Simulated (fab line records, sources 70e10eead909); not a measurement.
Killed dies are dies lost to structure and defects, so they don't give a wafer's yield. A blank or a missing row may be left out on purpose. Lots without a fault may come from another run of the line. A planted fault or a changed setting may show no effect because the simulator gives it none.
fab line records | flow nand_harc
record lots=6 wafers=18 last_day=33
route steps=1302 shown A_M0@1148 END@1302
lots that met no fault: from a run of the same line without faults
start_h: hours from the record's first day to the start of the lot's first wafer shown | wait_h: hours since the lot's step before | " the same as in the row above | L1.1+2: a row that stands for several wafers | - no value, or no start given | * or withheld: withheld | < > ~ a bound
route shown NAME@n: a module of which the file shows steps, and the number in the route of the first | usual: mean/standard deviation of fault-free wafers | same: alike in all rows | chamber/n: place in a boat | sites: the reading at each site | _std_site: their standard deviation | _edge_site: outer sites' mean less inner sites' | radius_mm: how far each site lies from the wafer's centre | mask NAME#n: copy n | behind: the tool/chamber that last shaped the wafer | hold: why the lot was held/for how many hours/how that ended | device: the transistor (n, p or np) that didn't switch | end of line: the same wafers' tests at the end of the route | a step without rows: its recipe alone | killed: dies lost to structure and defects at the first sort, not the wafer's yield | map: a wafer's dies, x killed, . not, _ none there
set.NAME: the setting as run; set.NAME@STEP: as run at that earlier step | model.NAME: the simulator's own value behind a step, which no gauge read
lots at some steps of the route; a table a step, a row a wafer
services: from which hour (start_h, from the record's first day; less than 0 if before it) a tool's chamber was out of use, for how many hours, and why
## steps
# step NHARC_A_M0_OVL_MEAS_10
# recipe pitch_nm=160
# usual overlay_x_nm=0.1/0.79 overlay_y_nm=-0.3/1.2
# columns lot.wafer tool chamber start_h wait_h overlay_x_nm overlay_y_nm
L623.2 overlay-01 - 552.14 - 0.5 1.5
L623.5 " - " " 0.0 1.2
L623.6 " - " " -0.2 1.4
L624.1 overlay-02 - 558.47 - -0.5 -1.1
L624.3 " - " " -0.1 -0.6
L624.5 " - " " -0.3 -0.7
L633.2 overlay-01 - 657.50 - 0.6 -1.8
L633.3 " - " " 0.5 -2.3
L633.5 " - " " 0.5 -1.5
L634.2 overlay-01 - 660.84 - 0.8 -0.8
L634.5 " - " " 1.2 0.3
L634.6 " - " " 0.8 0.5
L641.2 overlay-01 - 735.37 - 0.0 -1.3
L641.3 " - " " 0.3 -1.4
L641.5 " - " " 0.1 -1.1
L644.2 overlay-01 - 747.57 - 0.2 -0.6
L644.3 " - " " 0.5 -0.7
L644.5 " - " " 0.4 -0.7
# step NHARC_A_M0_INSPECT_11
# usual raw_defect_count=86/28
# columns lot.wafer tool chamber start_h wait_h raw_defect_count
L623.2 defect_inspect-01 - 552.17 0.0 55
L623.5 " - " " 60
L623.6 " - " " 60
L624.1 defect_inspect-02 - 558.51 0.0 96
L624.3 " - " " 109
L624.5 " - " " 134
L633.2 defect_inspect-01 - 657.54 0.0 93
L633.3 " - " " 92
L633.5 " - " " 100
L634.2 defect_inspect-02 - 660.87 0.0 107
L634.5 " - " " 104
L634.6 " - " " 97
L641.2 defect_inspect-01 - 735.41 0.0 32
L641.3 " - " " 22
L641.5 " - " " 38
L644.2 defect_inspect-01 - 747.61 0.0 107
L644.3 " - " " 72
L644.5 " - " " 83
# step NHARC_A_M0_DESCUM_14
# recipe time_s=3 o2_flow_sccm=200 ar_flow_sccm=0 bias_power_w=0 chemistry=O2
# usual drypump_motor_current_A=5.8/0.47 oes_product_au=1.002/0.011 rf_vpp_V=57.7/0.97 showerhead_plenum_p_Torr=1.93/0.089 throttle_valve_pct=11.311/0.0086
# same bias_power_w=0
# columns lot.wafer tool chamber start_h wait_h drypump_motor_current_A oes_product_au rf_hours_counter_h rf_vpp_V showerhead_plenum_p_Torr throttle_valve_pct
L623.2 rie_diel-10 2 552.25 0.1 5.6 0.999 7.5 59.6 2.03 11.315
L623.6 " 0 " " 5.5 1.024 - 56.3 2.01 11.314
L623.5 " 1 " " 5.9 1.012 - 57.6 1.86 11.308
L624.3 rie_diel-05 0 558.57 0.1 5.3 1.023 8.6 57.9 2.00 11.316
L624.1 " 1 " " 5.7 1.016 8.0 58.7 2.00 11.314
L624.5 " 0 " " 5.2 1.024 - 58.5 2.00 11.306
L633.2 rie_diel-10 0 657.60 0.1 5.5 0.993 2.7 57.5 2.01 11.312
L633.3 " 3 " " 6.2 0.981 2.1 57.1 1.84 11.322
L633.5 " 1 " " 5.9 1.004 - 57.7 1.85 11.314
L634.2 rie_diel-02 3 660.96 0.1 5.6 1.000 5.8 56.7 1.86 11.320
L634.6 " 0 " " 6.6 0.998 - 57.6 1.84 11.313
L634.5 " 1 " " 5.0 0.991 - 58.0 1.82 11.313
L641.2 rie_diel-10 3 735.47 0.1 6.2 1.008 6.5 58.2 1.84 11.313
L641.3 " 0 " " 5.5 1.004 7.3 58.8 2.01 11.316
L641.5 " 3 " " 6.2 0.997 - 56.8 1.84 11.312
L644.3 rie_diel-02 0 747.68 0.1 6.7 0.998 11.1 58.6 1.84 11.306
L644.2 " 2 " " 5.8 1.008 10.3 59.5 2.03 11.318
L644.5 " 0 " " 6.7 0.993 - 56.3 1.84 11.339
# step NHARC_A_M0_ETCH_34
# recipe target_depth_a=400 overetch_a=120 time_s=43.94 ion_energy_ev=200 n2_flow_sccm=150 h2_flow_sccm=150 ar_flow_sccm=0 rf_w=400 bias_w=150 chemistry=N2/H2
# step NHARC_A_M0_ETCH_15
# recipe target_depth_a=1500 overetch_a=150 time_s=82.5 c4f8_flow_sccm=withheld ar_flow_sccm=400 rf_w=600 bias_w=300 chemistry=C4F8/Ar
# usual oes_product_au=0.952/0.026 rf_vpp_V=441.4/3
# columns lot.wafer tool chamber start_h wait_h oes_product_au rf_hours_counter_h rf_vpp_V
L623.2 rie_diel-10 0 - - 0.940 7.1 442.7
L623.6 " 2 " " 0.929 - 445.3
L623.5 " 3 " " 0.920 - 437.3
L624.3 rie_diel-05 2 - - 0.997 6.5 445.0
L624.1 " 0 " " 0.990 8.6 444.7
L624.5 " 2 " " 0.986 - 445.8
L633.3 rie_diel-10 1 - - 0.963 1.9 437.6
L633.2 " 2 " " 0.962 2.3 442.8
L633.5 " 1 " " 0.963 - 438.3
L634.2 rie_diel-02 1 - - 0.913 6.6 439.1
L634.5 " 0 " " 0.924 - 438.6
L634.6 " 1 " " 0.913 - 438.5
L641.2 rie_diel-10 3 - - 0.932 6.5 438.6
L641.3 " 1 " " 0.925 6.6 439.0
L641.5 " 2 " " 0.921 - 443.5
L644.3 rie_diel-10 2 747.89 - 1.003 7.5 442.7
L644.2 " 3 " " 0.994 7.6 438.4
L644.5 " 1 " " 1.001 - 440.7
# step NHARC_A_M0_CD_MEAS_16
# usual cd_nm=80.1/1.1
# columns lot.wafer tool chamber start_h wait_h cd_nm
L623.2 cd_sem-02 - 552.53 - 78.6
L623.5 " - " " 82.0
L623.6 " - " " 82.2
L624.1 cd_sem-03 - 558.87 - 77.4
L624.3 " - " " 81.2
L624.5 " - " " 79.8
L633.2 cd_sem-03 - 657.90 - 80.7
L633.3 " - " " 80.0
L633.5 " - " " 78.4
L634.2 cd_sem-03 - 661.24 - 79.8
L634.5 " - " " 78.8
L634.6 " - " " 80.2
L641.2 cd_sem-01 - 735.77 - 78.6
L641.3 " - " " 81.6
L641.5 " - " " 78.6
L644.2 cd_sem-02 - 748.01 - 80.4
L644.3 " - " " 80.3
L644.5 " - " " 81.2
# step NHARC_A_M0_STRIP_18
# recipe power_w=1000 n2_flow_sccm=150 h2_flow_sccm=150 ar_flow_sccm=0 bias_w=0 chemistry=N2/H2
# step NHARC_A_M0_STRIP_19
# recipe time_s=600 temp_c=30 chemistry=post_etch_residue_remover
# step NHARC_A_M0_DEGAS_28
# recipe temp_c=250 time_s=60
# usual heater_power_w=341/48
# columns lot.wafer tool chamber start_h wait_h heater_power_w
L623.2 pvd_sputter-03 - 553.15 - 443
L623.6 " - " " 458
L623.5 " - " " 383
L624.1 pvd_sputter-01 - 559.53 - 321
L624.3 " - " " 356
L624.5 " - " " 327
L633.3 pvd_sputter-03 - 658.57 - 451
L633.2 " - " " 388
L633.5 " - " " 388
L634.2 pvd_sputter-02 - 661.86 - 283
L634.6 " - " " 278
L634.5 " - " " 285
L641.3 pvd_sputter-02 - 736.44 - 282
L641.2 " - " " 334
L641.5 " - " " 389
L644.2 pvd_sputter-03 - 748.63 - 385
L644.3 " - " " 300
L644.5 " - " " 331
# step NHARC_A_M0_PRE_CLEAN_29
# recipe time_s=30 temp_c=280 gas=H2/He
# usual heater_power_w=414/57
# columns lot.wafer tool chamber start_h wait_h heater_power_w
L623.2 pvd_sputter-03 - - - 338
L623.5 " - " " 429
L623.6 " - " " 351
L624.3 pvd_sputter-01 - - - 391
L624.1 " - " " 394
L624.5 " - " " 389
L633.3 pvd_sputter-03 - - - 421
L633.2 " - " " 345
L633.5 " - " " 417
L634.2 pvd_sputter-02 - - - 351
L634.6 " - " " 342
L634.5 " - " " 480
L641.2 pvd_sputter-02 - - - 477
L641.3 " - " " 401
L641.5 " - " " 405
L644.2 pvd_sputter-03 - - - 363
L644.3 " - " " 518
L644.5 " - " " 508
# step NHARC_A_M0_PVD_20
# recipe target_thk_a=50 bias_v=168.6 power_w=15000 chamber_pressure_pa=0.12 time_s=8.06 substrate_temp_c=50 material=TaN
# step NHARC_A_M0_PVD_21
# recipe target_thk_a=300 chamber_pressure_pa=5 power_w=5000 substrate_temp_c=30 time_s=20.49 material=Cu
# usual cathode_dc_power_W=5000.0/0.97 throttle_valve_pct=29.7/0.94
# columns lot.wafer tool chamber start_h wait_h cathode_dc_power_W throttle_valve_pct
L623.2 pvd_sputter-03 - - - 5000.2 31.0
L623.5 " - " " 5000.0 29.8
L623.6 " - " " 5000.2 29.7
L624.3 pvd_sputter-01 - - - 5000.3 28.0
L624.1 " - " " 4999.9 29.4
L624.5 " - " " 4999.5 28.1
L633.3 pvd_sputter-03 - - - 5000.8 29.7
L633.2 " - " " 5001.8 30.7
L633.5 " - " " 5000.0 29.6
L634.2 pvd_sputter-02 - - - 5000.7 29.7
L634.5 " - " " 5000.0 29.0
L634.6 " - " " 5000.7 30.2
L641.2 pvd_sputter-02 - - - 4999.1 28.9
L641.3 " - " " 5000.4 30.0
L641.5 " - " " 4998.9 28.5
L644.2 pvd_sputter-03 - - - 5000.3 31.0
L644.3 " - " " 4999.6 29.9
L644.5 " - " " 4997.6 29.9
# step NHARC_A_M0_ECD_22
# recipe target_thk_a=4000 bath_temp_c=25 material=Cu
# columns lot.wafer tool chamber start_h wait_h
L623.2+6+5 ecd_cu-02 0,0,1 553.52 -
L624.1+3+5 ecd_cu-02 1,1,0 559.88 -
L633.2+3+5 ecd_cu-02 0,0,1 658.93 -
L634.2+5+6 ecd_cu-02 0,1,0 662.27 -
L641.2+3+5 ecd_cu-01 1,0,1 736.83 -
L644.2+3+5 ecd_cu-01 0,0,1 749.04 -
# step NHARC_A_M0_ANNEAL_30
# recipe temp_c=225 time_s=90
# step NHARC_A_M0_CMP_23
# recipe t_overpolish_s=20 target_thk_nm=113.75
# usual motor_current_A=11.6/0.91 pad_life_wafers=142/110 time_to_endpoint_s=29.4/3
# columns lot.wafer tool chamber start_h wait_h motor_current_A pad_life_wafers time_to_endpoint_s
L623.2 cmp-04 1 554.24 - 11.3 168 25.0
L623.6 " 1 " " 11.8 - 26.5
L623.5 " 2 " " 11.3 - 22.7
L624.3 cmp-03 2 560.61 - 12.4 6 33.8
L624.1 " 0 " " 10.0 8 28.8
L624.5 " 2 " " 12.2 - 29.5
L633.3 cmp-04 3 659.68 - 11.1 163 48.1
L633.2 " 1 " " 11.5 165 42.5
L633.5 " 3 " " 11.1 - 30.7
L634.2 cmp-03 2 663.00 - 12.9 14 45.7
L634.6 " 0 " " 10.7 - 43.2
L634.5 " 1 " " 12.4 - 37.2
L641.2 cmp-04 0 737.59 - 13.3 115 27.4
L641.3 " 1 " " 11.3 116 30.5
L641.5 " 0 " " 12.4 - 28.2
L644.3 cmp-04 3 750.04 - 10.9 162 30.4
L644.2 " 0 " " 12.5 163 27.1
L644.5 " 3 " " 10.6 - 31.2
# step NHARC_A_M0_THK_MEAS_24
# recipe thk_meas_gauge=xrf
# usual thk_nm=113.9/1.6
# columns lot.wafer tool chamber start_h wait_h thk_nm
L623.2 film_metro-01 - 554.56 - 112.9
L623.5 " - " " 110.6
L623.6 " - " " 112.9
L624.1 film_metro-02 - 560.93 - 112.1
L624.3 " - " " 113.9
L624.5 " - " " 114.4
L633.2 film_metro-02 - 659.97 - 115.6
L633.3 " - " " 115.7
L633.5 " - " " 115.2
L634.2 film_metro-01 - 663.25 - 113.7
L634.5 " - " " 115.9
L634.6 " - " " 114.3
L641.2 film_metro-02 - 737.87 - 111.4
L641.3 " - " " 112.6
L641.5 " - " " 113.4
L644.2 film_metro-02 - 750.36 - 113.1
L644.3 " - " " 115.1
L644.5 " - " " 118.5
# step NHARC_END_SORT_01
# recipe temp_c=25
# usual defect_limited_yield=90.6/2.5 killed_at_array=59/17 killed_at_other=0.9/1.6 killed_at_periphery=3.7/2.3 killed_dies=64/17 killed_open=3.3/1.8 killed_short=2.4/1.6
# same gross_dies=677
# columns lot.wafer tool chamber start_h wait_h defect_limited_yield[%] killed_at_array killed_at_other killed_at_periphery killed_dies killed_open killed_short
L623.2 prober-01 0 597.82 2.8 93.5 43 0 1 44 3 0
L623.5 prober-01 0 600.26 3.7 92.3 49 0 3 52 2 3
L623.6 prober-01 0 601.08 4.1 92.5 46 0 5 51 4 6
L624.3 prober-01 0 606.49 3.1 87.4 78 1 6 85 4 4
L633.2 prober-02 0 701.35 2.8 87.6 80 1 3 84 6 3
L633.3 prober-02 0 702.15 3.1 90.8 60 0 2 62 7 2
L633.5 prober-02 0 703.76 3.7 88.2 75 0 5 80 4 0
L634.2 prober-01 0 701.35 2.8 87.4 78 1 6 85 3 3
L634.5 prober-01 0 703.74 3.7 88.9 74 0 1 75 4 2
L634.6 prober-01 0 704.54 4.0 88.2 75 1 4 80 3 2
L641.2 prober-01 0 775.09 2.8 95.1 29 0 4 33 0 5
L641.3 prober-01 0 775.89 3.1 95.0 31 0 3 34 2 6
L641.5 prober-01 0 777.49 3.7 93.9 33 0 8 41 3 2
L644.2 prober-02 0 788.37 2.8 88.9 72 1 2 75 2 1
L644.3 prober-02 0 789.16 3.1 91.9 51 3 1 55 1 1
L644.5 prober-02 0 790.73 3.7 89.8 68 0 1 69 4 4
# killed by level:class
L623.2 A_SLIT:chamber_film_flake=26 A_CHANNEL_HOLE_D2:chamber_film_flake=6 A_ZERO_WELL:chamber_film_flake=3 A_CHANNEL_HOLE_D1:chamber_film_flake=3 A_CHANNEL_FILL_D1:geometric_particle:open=1 A_ONON_D2:geometric_particle:open=1 A_BLC:geometric_particle:open=1 P_GATE:chamber_film_flake=1
L623.5 A_SLIT:chamber_film_flake=31 A_CHANNEL_HOLE_D2:chamber_film_flake=4 A_CONTACT:chamber_film_flake=3 P_M0:chamber_film_flake=2 A_DECK1_JOINT:chamber_film_flake=2 A_CHANNEL_FILL_D2:geometric_particle:short=1 A_SGD_CUT:geometric_particle:open=1 A_WL_FILL:geometric_particle:short=1
L623.6 A_SLIT:chamber_film_flake=22 A_CHANNEL_HOLE_D2:chamber_film_flake=7 A_CONTACT:chamber_film_flake=4 P_M0:chamber_film_flake=3 A_ONON_D2:geometric_particle:short=2 A_M0:geometric_particle:short=2 A_CHANNEL_FILL_D1:chamber_film_flake=2 P_M0:geometric_particle:short=1
L624.3 A_SLIT:chamber_film_flake=31 A_CHANNEL_HOLE_D1:chamber_film_flake=29 A_STAIRCASE:chamber_film_flake=5 P_STI:chamber_film_flake=3 A_DECK1_JOINT:chamber_film_flake=3 A_CONTACT:chamber_film_flake=3 A_CHANNEL_HOLE_D2:chamber_film_flake=2 P_CONTACT:geometric_particle:open=1
L633.2 A_SLIT:chamber_film_flake=30 A_CHANNEL_HOLE_D2:chamber_film_flake=15 A_CHANNEL_HOLE_D1:chamber_film_flake=9 A_CONTACT:chamber_film_flake=9 A_DECK1_JOINT:chamber_film_flake=4 A_BLC:geometric_particle:open=3 A_WL_FILL:geometric_particle:short=2 P_GATE:chamber_film_flake=2
L634.2 A_CHANNEL_HOLE_D1:chamber_film_flake=27 A_CHANNEL_HOLE_D2:chamber_film_flake=20 A_CONTACT:chamber_film_flake=11 A_SLIT:chamber_film_flake=6 A_DECK1_JOINT:chamber_film_flake=4 A_CHANNEL_FILL_D1:chamber_film_flake=2 A_CHANNEL_FILL_D2:chamber_film_flake=2 A_BLC:chamber_film_flake=2
L633.3 A_SLIT:chamber_film_flake=33 A_CHANNEL_HOLE_D2:chamber_film_flake=8 A_CHANNEL_HOLE_D1:chamber_film_flake=5 A_CHANNEL_HOLE_D1:geometric_particle:open=2 A_M0:geometric_particle:open=2 A_STAIRCASE:chamber_film_flake=2 A_CONTACT:chamber_film_flake=2 P_M0:geometric_particle:open=1
L634.5 A_CHANNEL_HOLE_D2:chamber_film_flake=23 A_CHANNEL_HOLE_D1:chamber_film_flake=21 A_CONTACT:chamber_film_flake=14 A_SLIT:chamber_film_flake=3 A_DECK1_JOINT:chamber_film_flake=3 A_M1:geometric_particle:open=2 A_CHANNEL_FILL_D1:chamber_film_flake=2 A_ONON_D2:geometric_particle:open=1
L633.5 A_SLIT:chamber_film_flake=35 A_CHANNEL_HOLE_D2:chamber_film_flake=18 A_CONTACT:chamber_film_flake=9 A_CHANNEL_HOLE_D1:chamber_film_flake=4 A_STAIRCASE:chamber_film_flake=3 P_M2:chamber_film_flake=2 A_BLC:chamber_film_flake=2 P_CONTACT:geometric_particle:open=1
L634.6 A_CHANNEL_HOLE_D1:chamber_film_flake=28 A_CHANNEL_HOLE_D2:chamber_film_flake=17 A_CONTACT:chamber_film_flake=13 A_SLIT:chamber_film_flake=3 A_BLC:chamber_film_flake=3 A_DECK1_JOINT:chamber_film_flake=2 A_WL_FILL:chamber_film_flake=2 P_CONTACT:geometric_particle:open=1
L641.2 A_CHANNEL_HOLE_D1:chamber_film_flake=13 A_SLIT:chamber_film_flake=6 A_CHANNEL_FILL_D2:geometric_particle:short=2 P_GATE:chamber_film_flake=2 P_M1:chamber_film_flake=2 A_CHANNEL_FILL_D1:geometric_particle:short=1 A_ONON_D2:geometric_particle:short=1 A_BLC:geometric_particle:short=1
L641.3 A_CHANNEL_HOLE_D1:chamber_film_flake=12 A_SLIT:chamber_film_flake=5 A_STAIRCASE:chamber_film_flake=3 A_ONON_D1:geometric_particle:short=2 A_WL_FILL:geometric_particle:short=2 P_M1:chamber_film_flake=2 A_CHANNEL_HOLE_D2:chamber_film_flake=2 A_ONON_D2:geometric_particle:open=1
L641.5 A_SLIT:chamber_film_flake=15 A_CHANNEL_HOLE_D1:chamber_film_flake=10 P_M1:chamber_film_flake=5 A_STAIRCASE:chamber_film_flake=2 P_M2:geometric_particle:short=1 A_WL_FILL:geometric_particle:short=1 A_CONTACT:geometric_particle:open=1 A_BLC:geometric_particle:open=1
L644.2 A_SLIT:chamber_film_flake=37 A_CHANNEL_HOLE_D1:chamber_film_flake=23 A_CONTACT:chamber_film_flake=7 A_CHANNEL_FILL_D1:chamber_film_flake=2 P_M0:geometric_particle:open=1 A_ONON_D1:geometric_particle:open=1 A_CHANNEL_FILL_D2:geometric_particle:short=1 P_BONDPAD:chamber_film_flake=1
L644.3 A_SLIT:chamber_film_flake=27 A_CHANNEL_HOLE_D1:chamber_film_flake=13 A_CONTACT:chamber_film_flake=5 THIN_TSV:chamber_film_flake=3 A_STAIRCASE:chamber_film_flake=2 P_CONTACT:geometric_particle:open=1 A_WL_FILL:geometric_particle:short=1 A_CHANNEL_FILL_D1:chamber_film_flake=1
L644.5 A_SLIT:chamber_film_flake=28 A_CHANNEL_HOLE_D1:chamber_film_flake=20 A_CONTACT:chamber_film_flake=5 A_STAIRCASE:chamber_film_flake=4 A_CHANNEL_FILL_D2:geometric_particle:short=2 A_CHANNEL_HOLE_D2:chamber_film_flake=2 P_M0:geometric_particle:open=1 A_ONON_D1:geometric_particle:short=1
## services
# columns tool chamber start_h hours kind
pvd_sputter-02 - 558.72 4.1 repair
rie_diel-02 0 562.49 9.7 repair
pvd_sputter-03 - 569.74 2.8 repair
rie_diel-02 - 570.72 9.0 pm
pvd_sputter-01 - 580.09 11.7 repair
ecd_cu-02 - 581.34 2.7 repair
pvd_sputter-02 - 587.54 8.2 repair
pvd_sputter-01 - 591.83 10.0 pm
ecd_cu-02 - 596.12 8.0 pm
rie_diel-10 - 596.50 9.0 pm
cmp-04 - 599.33 0.2 repair
cmp-04 - 601.36 4.0 pm
rie_diel-02 2 603.56 2.1 repair
rie_diel-10 1 617.49 7.7 repair
cmp-04 - 626.41 1.2 repair
rie_diel-10 3 626.86 4.2 repair
pvd_sputter-02 - 642.12 10.0 pm
pvd_sputter-01 - 643.25 2.5 repair
rie_diel-02 3 649.09 6.9 repair
pvd_sputter-02 - 662.99 6.1 repair
ecd_cu-02 - 683.26 0.9 repair
cmp-04 - 699.36 4.0 pm
pvd_sputter-03 - 704.04 10.0 pm
pvd_sputter-03 - 721.76 3.4 repair
## key
first_sign step=NHARC_A_M0_CMP_23 reading=time_to_endpoint_s direction=up sigmas=5.2 usual=* struck=*
effect none on later readings
met_at NHARC_A_M0_ECD_22
struck_wafers L633.2,L633.3,L634.2,L634.6
onset_between 559.88 658.93
fault kind=process_parameter_drift tool=ecd_cu-02 chamber=0 onset_h=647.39 steps=NHARC_A_M0_ECD_22 channel=target_thk_a offset=* shape=step end_h=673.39 acts_in=* stated=*
